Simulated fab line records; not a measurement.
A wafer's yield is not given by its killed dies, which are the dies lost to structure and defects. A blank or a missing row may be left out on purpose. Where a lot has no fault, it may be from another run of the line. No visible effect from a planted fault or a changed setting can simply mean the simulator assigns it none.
8D (eight disciplines) problem report, filled in by code / flow n5-finfet / the parts of the form that need people (team, actions taken, sign-off) are left out

## 1. THE ISSUE
Wafers with no fault read 34 with a standard deviation of 12, whereas killed_at_M0_to_M3 at N5_PASSIVATION_PROBE_49 reads a mean of 129 on 1 wafer of 1 lot. That is +7.9 standard deviations from the usual mean.
First seen on wafer L715.6, day 15 03:16, on prober-01. The record holds 2 wafers of 1 lot with a number at this step. The rule behind "out" and "out of limits": a value lying over 4 standard deviations away from the usual mean. The rest of the wafers with a number are treated as sound.

## 2. WHAT IT IS; WHAT IT IS NOT
question=which readings at this step; is=killed_at_M0_to_M3, defect-limited-yield, killed-dies, sort_bin_5_function, sort-n-pass, sort-yield-pct; is not=killed_at_M4_up, killed-at-contacts, killed-at-front-end, killed-at-other, killed-open, killed-short, sort_bin_6_memory
question=which lots; is=L715; is not=-
question=which wafers of those lots; is=L715.6; is not=L715.3
question=read on which tools; is=prober-01; is not=-
question=when; is=from day 15 03:16; is not=up to then (1 sound wafer)

## 3. SUSPECTS, AND WHAT RULES EACH OUT
Counting: a tool at a process step up to the reading stays a suspect if it ran every lot that is out. Sound lots after the first of them don't rule it out here, since some wafers of a struck lot are sound.
- rie-metal-02 at N5_BEOL_M1_HM_OPEN_17 (chemistry Cl2/BCl3, target TiN, target depth 20 nm, overetch 6 nm): kept. It ran the lot that is out, L715 (day 8 16:20).
- rie-diel-06 at N5_MIM_BOT_ETCH_ETCH_04 (etches SiNx in CF4/O2, target depth 26 nm, time 13 s): kept. It ran the lot that is out, L715 (day 14 10:59).
- prober-01 at N5_PASSIVATION_PROBE_49: kept. It ran the lot that is out, L715 (day 15 03:07). Its own readings are out on those wafers: defect-limited-yield, killed_at_M0_to_M3, killed-dies, sort_bin_5_function, sort-n-pass, sort-yield-pct.
- Within rie-metal-02 at N5_BEOL_M1_HM_OPEN_17, the wafers that are out were processed in chamber 1 and their sound lot-mates in chamber 0.
- Within rie-diel-06 at N5_MIM_BOT_ETCH_ETCH_04, the wafers that are out were processed in chamber 3 and their sound lot-mates in chamber 2.
Left after counting: rie-metal-02 at N5_BEOL_M1_HM_OPEN_17, rie-diel-06 at N5_MIM_BOT_ETCH_ETCH_04, prober-01 at N5_PASSIVATION_PROBE_49.

## 4. THE CAUSE (what the simulator had put in)
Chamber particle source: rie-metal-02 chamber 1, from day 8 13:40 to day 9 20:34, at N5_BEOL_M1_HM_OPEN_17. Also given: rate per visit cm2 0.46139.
Counting leaves 3 suspects; this tool is one of them.

## 5. THE CHAIN OF EFFECTS, in route order
One row per reading whose mean, taken over the struck wafers that have a number, lies over 3 standard deviations from the usual. Only readings for which the record gives a usual standard deviation are gone through. hours: the time from each lot's start at the first step in this table that gives one to its start at this step, as a median over the lots. sigmas: the change in usual standard deviations.
hours=0; step=N5_PASSIVATION_PROBE_49; reading=defect-limited-yield; usual=91.4 %; on struck wafers=82.7; change=-8.7; sigmas=-5.8
hours=0; step=N5_PASSIVATION_PROBE_49; reading=killed_at_M0_to_M3; usual=34; on struck wafers=129; change=+95; sigmas=+7.9
hours=0; step=N5_PASSIVATION_PROBE_49; reading=killed-dies; usual=101; on struck wafers=204; change=+103; sigmas=+5.7
hours=0; step=N5_PASSIVATION_PROBE_49; reading=sort_bin_5_function; usual=5.1 %; on struck wafers=11.5; change=+6.4; sigmas=+6.6
hours=0; step=N5_PASSIVATION_PROBE_49; reading=sort-n-pass; usual=1079; on struck wafers=976; change=-103; sigmas=-6.1
hours=0; step=N5_PASSIVATION_PROBE_49; reading=sort-yield-pct; usual=91.4 %; on struck wafers=82.7; change=-8.7; sigmas=-5.8
Here are the process steps it includes:
- N5_PASSIVATION_PROBE_49

## 6. HOW IT WOULD HAVE BEEN CAUGHT EARLIER
In this record no reading fell out of limits until day 15 03:16, 158 hours after the fault had begun at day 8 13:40.
Tool readings at N5_BEOL_M1_HM_OPEN_17 with a usual standard deviation given in the record: none out on any struck wafer, hence no alarm at a limit of 4 standard deviations on them.
All the lots that are out (1) had begun N5_BEOL_M1_HM_OPEN_17 on rie-metal-02 by day 15 03:16. Had the tool been put on hold then, not one of them would have been saved.
